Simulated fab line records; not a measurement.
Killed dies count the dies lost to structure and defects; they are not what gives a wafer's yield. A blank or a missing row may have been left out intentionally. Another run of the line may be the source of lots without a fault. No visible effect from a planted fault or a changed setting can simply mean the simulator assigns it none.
fab line records | flow nand_harc
[record] lots = 11 wafers = 33 last_day = 33
route steps=1302 shown A_CHANNEL_HOLE_D2@603 A_CHANNEL_FILL_D2@616 END@1302
lots that met no fault: from a run of the same line without faults
start_h: start of the lot's first displayed wafer, in hours after the record's first day | wait_h: hours elapsed since this lot's preceding step | " repeats the value in the row above | L1.1+2: one row covering several wafers at once | - value missing, or start not given | * or withheld: withheld | < > ~ a bound
route shown NAME@n: names a module that has steps shown in the file, with the first one's number in the route | usual: the fault-free wafers' mean and standard deviation | same: alike in all rows | chamber/n: place in a boat | sites: readings site by site | _std_site: standard deviation of those values | _edge_site: the outer-site mean with the inner-site mean subtracted | radius_mm: for every site, how far away it sits from the centre of the wafer | mask NAME#n: copy n | behind: tool/chamber where the wafer was last shaped | hold: what put the lot on hold/how long, in hours/how the hold closed | device: whichever transistor did not switch (one of n, p or np) | end of line: the tests these same wafers got at the end of their route | a step with no rows: only its recipe | killed: at the first sort, the dies lost to defects and structure; wafer yield is something else | map: a wafer's dies, x killed, . not, _ none there
set.NAME: the setting as run; set.NAME@STEP: as run at that earlier step | model.NAME: the simulator's own value behind a step, which no gauge read
steps of the route over a sample of lots; a table a step, a row a wafer
services: from which hour (start_h, from the record's first day; less than 0 if before it) a tool's chamber was out of use, for how many hours, and why
[[steps]]
[step NHARC_A_CHANNEL_HOLE_D2_ETCH_44]
[recipe] target_depth_a = 1400 overetch_a = 140 time_s = 77 ion_energy_ev = 100 cf4_flow_sccm = 80 o2_flow_sccm = 20 ar_flow_sccm = 0 rf_w = 300 bias_w = 100 chemistry = CF4/O2
[usual] chamber_pressure_mTorr = 29.996/0.027 drypump_motor_current_A = 5.4/0.37 mfc_ar_sccm = 0.010/0.0091 oes_o_777_au = 1.000/0.0043 oes_product_au = 0.997/0.0098 rf_vpp_V = 197.6/1.5 showerhead_plenum_p_Torr = 1.32/0.056 throttle_valve_pct = 13.396/0.0092
// columns lot.wafer tool chamber start_h wait_h chamber_pressure_mTorr drypump_motor_current_A mfc_ar_sccm oes_o_777_au oes_product_au rf_hours_counter_h rf_vpp_V showerhead_plenum_p_Torr throttle_valve_pct
L628.1 rie_diel-02 1 296.91 0.1 29.975 5.9 0.011 1.004 0.999 4.5 198.1 1.36 13.406
L628.5 " 2 " " 30.002 5.4 0 1.002 0.978 - 197.3 1.27 13.392
L628.6 " 3 " " 29.992 4.8 0.013 1.000 1.003 - 197.6 1.30 13.393
L629.2 rie_diel-05 0 309.42 0.1 30.004 5.3 0.016 1.003 1.006 4.1 197.4 1.35 13.401
L629.4 " 3 " " 30.064 5.8 0 1.000 1.003 5.3 196.6 1.35 13.392
L629.5 " 0 " " 29.988 5.3 0.016 0.997 1.005 - 197.2 1.35 13.394
L630.4 rie_diel-02 3 310.52 0.1 30.039 4.8 0.013 1.006 1.010 5.0 196.6 1.30 13.386
L630.2 " 0 " " 29.993 5.3 0.020 0.996 0.995 4.7 196.7 1.25 13.381
L630.1 " 2 " " 30.012 5.4 0 1.000 0.987 5.5 196.7 1.27 13.382
L636.4 rie_diel-12 0 394.49 0.1 30.004 5.0 0.029 1.003 1.001 7.5 200.7 1.43 13.395
L636.2 " 1 " " 30.012 5.6 0 1.004 1.000 6.4 199.7 1.38 13.389
L636.5 " 3 " " 30.032 4.6 0.028 1.001 1.012 - 197.3 1.29 13.396
L640.2 rie_diel-12 2 415.43 0.1 29.973 5.8 0.005 1.001 0.985 8.3 200.8 1.42 13.386
L640.5 " 1 " " 29.985 5.6 0 1.002 0.999 - 198.3 1.38 13.404
L640.6 " 2 " " 30.037 5.7 0.005 0.991 0.985 - 200.1 1.42 13.387
L641.3 rie_diel-05 3 421.61 0.1 29.994 5.8 0 0.997 1.003 0.6 198.8 1.35 13.402
L641.5 " 0 " " 30.020 5.4 0.016 1.000 0.991 - 197.9 1.35 13.412
L641.6 " 1 " " 30.001 5.6 0 1.000 0.997 - 195.8 1.27 13.402
L647.1 rie_diel-02 2 472.82 0.1 30.013 5.4 0 0.991 0.979 3.9 197.2 1.27 13.393
L647.5 " 1 " " 29.975 5.8 0.011 1.001 1.017 - 198.3 1.36 13.374
L647.6 " 3 " " 29.977 4.8 0.013 1.004 0.998 - 196.9 1.30 13.405
L645.4 rie_diel-02 2 476.94 0.1 29.973 5.4 0 1.001 0.986 4.1 195.2 1.27 13.411
L645.3 " 0 " " 30.068 5.3 0.020 1.003 0.995 4.2 196.8 1.25 13.413
L645.5 " 2 " " 29.986 5.4 0 1.003 0.978 - 195.9 1.27 13.396
L646.2 rie_diel-05 3 478.62 0.1 29.997 5.8 0 0.997 0.994 3.5 198.7 1.35 13.390
L646.1 " 0 " " 29.970 5.4 0.016 0.998 0.997 4.4 197.5 1.35 13.401
L646.5 " 0 " " 29.981 5.4 0.016 0.999 0.994 - 197.7 1.35 13.396
L648.1 rie_diel-02 2 490.78 0.1 30.020 5.4 0 1.000 0.976 4.8 196.6 1.27 13.399
L648.2 " 3 " " 30.009 4.8 0.013 1.000 0.984 4.1 197.6 1.30 13.404
L648.5 " 1 " " 29.993 5.8 0.011 1.001 1.001 - 198.4 1.36 13.406
L651.2 rie_diel-02 3 524.43 0.1 29.940 4.7 0.013 0.998 0.989 5.8 196.4 1.30 13.400
L651.3 " 0 " " 29.957 5.3 0.020 1.001 1.008 6.3 196.4 1.25 13.388
L651.6 " 0 " " 29.988 5.3 0.020 1.002 1.010 - 196.8 1.25 13.377
[step NHARC_A_CHANNEL_FILL_D2_ALD_16]
[recipe] target_thk_a = 15 pulse_time_s = 10 ald_cycles = 15 temp_c = 300 material = SiO2
[usual] heater_power_w = 479/42 precursor_pulse_height_rel = 1.003/0.022
[same] pulse_time_s = 10
// columns lot.wafer tool chamber start_h wait_h heater_power_w precursor_pulse_height_rel
L628.1 ald_hk-04 1 310.25 0.0 459 0.977
L628.6 " 1 " " 456 1.017
L628.5 " 2 " " 488 1.005
L630.2 ald_hk-03 1 323.31 0.0 449 0.982
L630.4 " 3 " " 546 0.987
L630.1 " 0 " " 413 1.034
L629.4 ald_hk-03 0 323.47 0.2 424 0.991
L629.2 " 1 " " 447 1.015
L629.5 " 1 " " 453 0.996
L636.4 ald_hk-02 1 409.90 0.1 505 1.017
L636.2 " 2 " " 460 0.963
L636.5 " 1 " " 507 1.023
L640.2 ald_hk-02 1 427.90 0.1 510 1.025
L640.5 " 0 " " 505 1.005
L640.6 " 1 " " 518 0.991
L641.3 ald_hk-03 2 435.11 0.0 452 0.978
L641.6 " 2 " " 444 0.988
L641.5 " 3 " " 547 0.987
L647.1 ald_hk-02 3 486.66 0.4 422 1.029
L647.6 " 3 " " 423 1.025
L647.5 " 0 " " 503 0.963
L646.1 ald_hk-03 0 491.61 0.0 405 1.036
L646.2 " 2 " " 442 1.018
L646.5 " 1 " " 441 0.979
L645.3 ald_hk-04 2 491.65 0.1 522 1.006
L645.4 " 3 " " 507 1.008
L645.5 " 2 " " 519 1.011
L648.2 ald_hk-04 1 504.18 0.0 461 1.003
L648.1 " 3 " " 515 1.024
L648.5 " 1 " " 462 0.981
L651.2 ald_hk-02 0 537.89 0.1 508 0.970
L651.3 " 1 " " 486 1.004
L651.6 " 3 " " 416 0.975
[step NHARC_A_CHANNEL_FILL_D2_ETCHBACK_19]
[recipe] target_depth_a = 50 time_s = 1.7 hbr_flow_sccm = 150 cl2_flow_sccm = 50 rf_w = 400 icp_w = 400 bias_w = 100 chemistry = HBr/Cl2
[usual] chamber_pressure_mTorr = 15.000/0.014 drypump_motor_current_A = 5.7/0.38 oes_product_au = 0.999/0.011 throttle_valve_pct = 26.405/0.0084
// columns lot.wafer tool chamber start_h wait_h chamber_pressure_mTorr drypump_motor_current_A oes_product_au rf_hours_counter_h throttle_valve_pct
L628.1 rie_si-02 0 322.15 0.4 15.004 5.5 0.976 0.2 26.394
L628.6 " 1 " " 15.005 5.1 1.012 - 26.402
L628.5 " 2 " " 14.992 5.8 0.995 - 26.425
L630.1 rie_si-03 0 335.19 0.4 15.032 5.7 1.000 0.5 26.407
L630.4 " 1 " " 15.000 5.8 0.987 0.7 26.401
L630.2 " 2 " " 15.005 5.3 0.996 0.8 26.400
L629.4 rie_si-06 2 335.19 0.4 15.005 6.3 1.001 0.6 26.410
L629.2 " 0 " " 14.983 5.4 0.997 0.6 26.413
L629.5 " 2 " " 15.002 6.3 0.993 - 26.406
L636.2 rie_si-06 1 419.04 0.4 14.985 6.2 1.006 1.1 26.409
L636.4 " 2 " " 15.027 6.3 0.994 1.1 26.403
L636.5 " 0 " " 15.000 5.4 1.004 - 26.396
L640.2 rie_si-03 0 439.71 0.4 15.018 5.7 1.007 0.2 26.387
L640.6 " 3 " " 15.009 5.1 0.999 - 26.393
L640.5 " 0 " " 15.015 5.7 1.012 - 26.405
L641.3 rie_si-06 3 447.94 0.4 15.000 5.8 0.974 0.1 26.409
L641.6 " 0 " " 14.994 5.4 0.999 - 26.420
L641.5 " 1 " " 14.993 6.2 1.005 - 26.408
L647.1 rie_si-03 0 500.14 0.4 14.980 5.7 1.001 0.5 26.412
L647.5 " 3 " " 14.997 5.1 1.012 - 26.396
L647.6 " 0 " " 14.977 5.7 1.002 - 26.399
L646.1 rie_si-03 3 504.92 0.4 15.021 5.1 1.010 0.6 26.411
L646.2 " 2 " " 15.000 5.3 0.991 0.6 26.412
L646.5 " 0 " " 15.006 5.7 1.012 - 26.390
L645.3 rie_si-06 0 504.95 0.4 14.980 5.4 0.989 0.5 26.399
L645.5 " 2 " " 15.013 6.3 0.983 - 26.410
L645.4 " 3 " " 15.013 5.8 0.985 - 26.397
L648.1 rie_si-02 3 516.06 0.4 14.992 5.6 1.004 0.3 26.381
L648.2 " 0 " " 14.998 5.5 1.002 0.3 26.418
L648.5 " 2 " " 15.001 5.7 1.003 - 26.399
L651.2 rie_si-06 0 549.70 0.4 14.975 5.4 0.983 0.7 26.398
L651.3 " 1 " " 15.010 6.2 1.000 0.7 26.406
L651.6 " 3 " " 15.001 5.8 0.982 - 26.400
[step NHARC_A_CHANNEL_FILL_D2_RTA_24]
[recipe] temp_c = 1000 time_s = 5
[usual] lamp_power_pct = 27.5/0.64 lamp_zone_2_pct = 27.5/0.64 lamp_zone_4_pct = 27.5/0.64 lamp_zone_6_pct = 27.4/0.64 wafer_temp_C_max = 1006.0/1.4
// columns lot.wafer tool chamber start_h wait_h lamp_power_pct lamp_zone_2_pct lamp_zone_4_pct lamp_zone_6_pct wafer_temp_C_max
L628.1 rtp_anneal-02 0 346.39 0.0 27.0 26.9 27.0 26.9 1005.5
L628.5 " 0 " " 27.0 27.0 26.9 26.9 1004.2
L628.6 " 0 " " 26.9 26.9 26.9 26.9 1004.0
L629.2 rtp_anneal-01 0 358.94 0.1 28.2 28.2 28.2 28.2 1006.5
L629.4 " 0 " " 28.2 28.2 28.2 28.2 1004.4
L629.5 " 0 " " 28.3 28.2 28.3 28.2 1007.2
L630.1 rtp_anneal-01 0 359.08 0.1 28.2 28.2 28.2 28.2 1009.0
L630.2 " 0 " " 28.2 28.2 28.2 28.2 1005.6
L630.4 " 0 " " 28.2 28.2 28.2 28.2 1011.4
L630.1 rtp_anneal-01 0 359.60 0.5 28.2 28.2 28.2 28.2 1009.9
L630.2 " 0 " " 28.2 28.2 28.2 28.2 1005.4
L630.4 " 0 " " 28.2 28.2 28.2 28.2 1009.0
L636.2 rtp_anneal-01 0 442.45 0.1 28.2 28.2 28.2 28.2 1006.7
L636.4 " 0 " " 28.2 28.2 28.2 28.2 1007.6
L636.5 " 0 " " 28.2 28.2 28.2 28.1 1009.1
L636.2 rtp_anneal-01 0 442.82 0.3 28.3 28.2 28.2 28.1 1008.0
L636.4 " 0 " " 28.3 28.3 28.2 28.2 1005.9
L636.5 " 0 " " 28.2 28.2 28.2 28.1 1006.5
L640.2 rtp_anneal-02 0 463.17 0.1 27.0 26.9 27.0 26.9 1004.0
L640.5 " 0 " " 26.9 26.9 26.9 26.8 1005.0
L640.6 " 0 " " 26.9 27.0 26.9 26.9 1006.4
L640.2 rtp_anneal-02 0 463.55 0.3 26.9 26.9 26.9 26.9 1005.1
L640.5 " 0 " " 26.9 27.0 26.9 26.9 1006.4
L640.6 " 0 " " 27.0 26.9 26.9 26.9 1005.3
L641.3 rtp_anneal-02 0 472.83 0.1 26.9 27.0 27.0 26.9 1005.7
L641.5 " 0 " " 26.9 27.0 26.9 26.9 1005.9
L641.6 " 0 " " 26.9 26.9 26.9 26.9 1005.3
L647.1 rtp_anneal-01 0 525.63 0.0 28.2 28.3 28.2 28.2 1005.3
L647.5 " 0 " " 28.2 28.2 28.2 28.2 1006.9
L647.6 " 0 " " 28.2 28.2 28.2 28.1 1006.4
L646.1 rtp_anneal-01 0 528.33 0.0 28.2 28.2 28.2 28.2 1006.3
L646.2 " 0 " " 28.2 28.2 28.2 28.2 1007.2
L646.5 " 0 " " 28.3 28.2 28.2 28.1 1007.5
L645.3 rtp_anneal-02 0 528.39 0.1 26.9 26.9 26.9 26.9 1005.6
L645.4 " 0 " " 26.9 26.9 27.0 26.8 1005.1
L645.5 " 0 " " 26.9 26.9 26.9 26.9 1004.6
L648.1 rtp_anneal-01 0 539.82 0.0 28.3 28.2 28.2 28.1 1007.3
L648.2 " 0 " " 28.3 28.2 28.2 28.1 1007.5
L648.5 " 0 " " 28.2 28.2 28.2 28.2 1007.2
L651.2 rtp_anneal-01 0 573.38 0.1 28.2 28.2 28.2 28.2 1007.5
L651.3 " 0 " " 28.2 28.3 28.2 28.2 1006.8
L651.6 " 0 " " 28.3 28.2 28.2 28.1 1005.7
[step NHARC_END_SORT_01]
[recipe] temp_c = 25
[usual] killed_at_array = 55/19 killed_at_other = 0.8/1.1 killed_at_periphery = 4.0/2.6 killed_dies = 60/20 killed_open = 3.4/1.7 killed_short = 2.6/1.5
[same] gross_dies = 677
// columns lot.wafer tool chamber start_h wait_h killed_at_array killed_at_other killed_at_periphery killed_dies killed_open killed_short
L641.5 prober-01 0 685.66 3.7 60 1 0 61 3 2
// killed by level:class
L641.5 A_SLIT:chamber_film_flake=27 A_CHANNEL_HOLE_D2:chamber_film_flake=11 A_CHANNEL_HOLE_D1:chamber_film_flake=8 A_STAIRCASE:chamber_film_flake=3 A_WL_FILL:chamber_film_flake=3 A_CONTACT:chamber_film_flake=2 A_ONON_D2:geometric_particle:short=1 A_CHANNEL_FILL_D2:geometric_particle:open=1
[[services]]
// columns tool chamber start_h hours kind
rie_diel-05 - 289.06 3.4 repair
rie_diel-02 - 297.54 0.7 repair
rie_diel-02 1 321.40 2.7 repair
ald_hk-03 - 325.75 1.5 repair
ald_hk-02 - 348.00 10.0 pm
rie_si-03 3 352.19 7.6 repair
rie_diel-05 1 361.85 1.8 repair
rtp_anneal-01 - 372.00 12.0 pm
rie_si-06 1 385.09 4.7 repair
ald_hk-03 - 390.56 10.0 pm
rie_si-06 2 391.51 9.5 repair
rie_diel-02 - 393.70 9.0 pm
rie_si-03 - 398.00 9.0 pm
rie_si-06 3 415.01 3.9 repair
rie_si-03 2 422.70 2.4 repair
rie_si-06 - 426.00 9.0 pm
ald_hk-02 - 460.87 2.7 repair
rie_si-06 3 461.62 1.3 repair
rie_diel-02 0 467.89 6.3 repair
rie_si-06 1 499.28 21.1 repair
rie_si-03 2 532.20 1.4 repair
ald_hk-03 - 563.60 0.7 repair
rie_si-03 3 564.69 6.3 repair
rie_diel-02 - 570.76 9.0 pm
[[key]]
[first_sign] step = NHARC_A_CHANNEL_FILL_D2_RTA_24 reading = visit direction = added
effect none on later readings
met_at NHARC_A_CHANNEL_FILL_D2_RTA_24
struck_lots L630,L636,L640
tester_left_out L630,L636,L640
not_acting_at NHARC_A_CHANNEL_HOLE_D2_ETCH_44,NHARC_A_CHANNEL_FILL_D2_ALD_16,NHARC_A_CHANNEL_FILL_D2_ETCHBACK_19
[fault] kind = repeated_step_whole tool = rtp_anneal-01,rtp_anneal-02 chamber = - onset_h = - steps = NHARC_A_CHANNEL_FILL_D2_RTA_24 times = 1 scope = struck_lots_only
// tester_left_out: of these lots the tester's yield and bins aren't shown, on N5 and GAA mostly nor the transistor test; their killed dies are dies lost to structure and defects alone, not to doping, threshold or leakage, so they don't give the yield
